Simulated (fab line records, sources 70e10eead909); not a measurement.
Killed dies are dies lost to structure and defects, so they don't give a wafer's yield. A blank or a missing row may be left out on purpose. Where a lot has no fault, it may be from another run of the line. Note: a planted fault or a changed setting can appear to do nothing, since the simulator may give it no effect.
What tool caused it?    flow nand_harc    18 wafers from 6 lots sampled at 4 of the route's 1302 steps

WHAT THE GAUGES SHOWED, per wafer
NHARC_END_SORT_01.
lot   measured      on         defect_limited_yield (%)
L627  day 27 22:20  prober-01  90.0 81.2 90.8

TOOL THAT RAN EACH LOT (tool first, then ch and the chambers of the sampled wafers, then the start)
lot   NHARC_P_BONDPAD_DEP_00           NHARC_THIN_TSV_ETCH_15            NHARC_THIN_TSV_DESCUM_35
L620  pecvd-02 ch 0,2, day 7 01:32     rie_si-01 ch 0,2,3, day 24 06:55  rie_diel-11 ch 1,2, day 24 12:08
L624  pecvd-02 ch 1,2, day 8 13:55     rie_si-06 ch 1,2, day 26 01:17    rie_diel-02 ch 0,1,2, day 26 06:26
L627  pecvd-02 ch 0,1,2, day 9 19:52   rie_si-01 ch 0,1,2, day 27 08:47  rie_diel-02 ch 0,2,3, day 27 14:06
L634  pecvd-01 ch 0,2, day 12 15:10    rie_si-02 ch 1,3, day 29 11:52    rie_diel-06 ch 2,3, day 29 17:14
L637  pecvd-02 ch 0,1,2, day 13 21:29  rie_si-06 ch 0,3, day 31 01:45    rie_diel-06 ch 1,2, day 31 07:10
L640  pecvd-01 ch 0,1, day 15 16:23    rie_si-06 ch 0,1,3, day 32 15:08  rie_diel-06 ch 1,2, day 32 20:17
- NHARC_P_BONDPAD_DEP_00: deposits SiCN, target thk 250 nm.
- NHARC_THIN_TSV_ETCH_15: target depth 3000 nm, bosch target overetch cycles 2, bosch etch step 2.8 s.
- NHARC_THIN_TSV_DESCUM_35: chemistry O2, time 3 s.

THE ANSWER, worked out from the rows above alone
Rule: what is usual is taken from the lots themselves. Put in order of their means at a reading, lots are off if they are a third of the lots or fewer, leave a main group of 4 or more, and stand apart from it by a gap of 3 or more times the standard deviation of the main group's means; of several such gaps the widest counts. Not used: any main group whose means are identical at the precision the tables above print for the reading. Also off: a lot with no number at a reading for which 4 or more lots have one. All remaining lots with rows at the step are treated as sound.
No lot is off on any of the readings shown, so nothing can be concluded from this.

WHAT WAS PUT IN BY THE SIMULATOR
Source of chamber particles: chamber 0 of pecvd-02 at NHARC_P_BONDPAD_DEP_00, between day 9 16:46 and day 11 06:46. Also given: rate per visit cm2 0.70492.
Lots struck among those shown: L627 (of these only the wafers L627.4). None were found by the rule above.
